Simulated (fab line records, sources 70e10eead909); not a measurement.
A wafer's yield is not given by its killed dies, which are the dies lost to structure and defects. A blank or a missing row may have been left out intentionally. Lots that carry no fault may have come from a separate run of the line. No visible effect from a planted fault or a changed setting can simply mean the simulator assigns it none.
2 desks, one fault	flow nand harc	each desk holds nothing but its own numbers, with what lay behind them at the end

## AT THE METROLOGY DESK
Means of the sampled wafers that have a number, per lot and without regard to the tool the lot ran on: this is what the gauges read. A lot is out of limits, marked OUT, if its mean lies more than 4 standard deviations from the usual mean; the brackets give that distance.
Columns: A = thk nm at NHARC_A_BONDPAD_THK_MEAS_30, usual 200.2 nm
lot	first seen here	A
L735	day 23 21:47	198.8
L734	day 24 00:05	199.3
L737	day 24 01:29	202.3
L739	day 24 12:55	199.1
L738	day 24 14:22	200.9
L741	day 26 12:13	200.6
L742	day 26 17:23	199.6
L744	day 28 00:36	201.9
L747	day 28 20:52	201.7
L749	day 29 14:23	199.9
L750	day 30 06:56	201.1
L748	day 30 10:29	199.1
L756	day 32 23:37	199.4
This desk found nothing out of limits on any of the 13 lots.

## AT THE TOOL OWNER'S DESK: pecvd-02
The tool's own readings at NHARC_A_M1_PRE_CLEAN_32 (time 12 s): means of the sampled wafers that have a number, for each lot that ran on this tool. A lot is out of limits, marked OUT, if its mean lies more than 4 standard deviations from the usual mean; the brackets give that distance.
Columns: A = heater power w at NHARC_A_M1_PRE_CLEAN_32, usual 658 W
lot	first seen here	A
L734	day 23 22:45	617
L747	day 28 19:36	594
L748	day 29 21:03	612
L750	day 29 22:29	625
This desk found nothing out of limits on any of the 4 lots.

## ALL TOGETHER
Nothing out of limits was seen by the metrology desk.
Nothing out of limits was seen by the tool owner's desk.

## WHAT THE SIMULATOR PUT IN
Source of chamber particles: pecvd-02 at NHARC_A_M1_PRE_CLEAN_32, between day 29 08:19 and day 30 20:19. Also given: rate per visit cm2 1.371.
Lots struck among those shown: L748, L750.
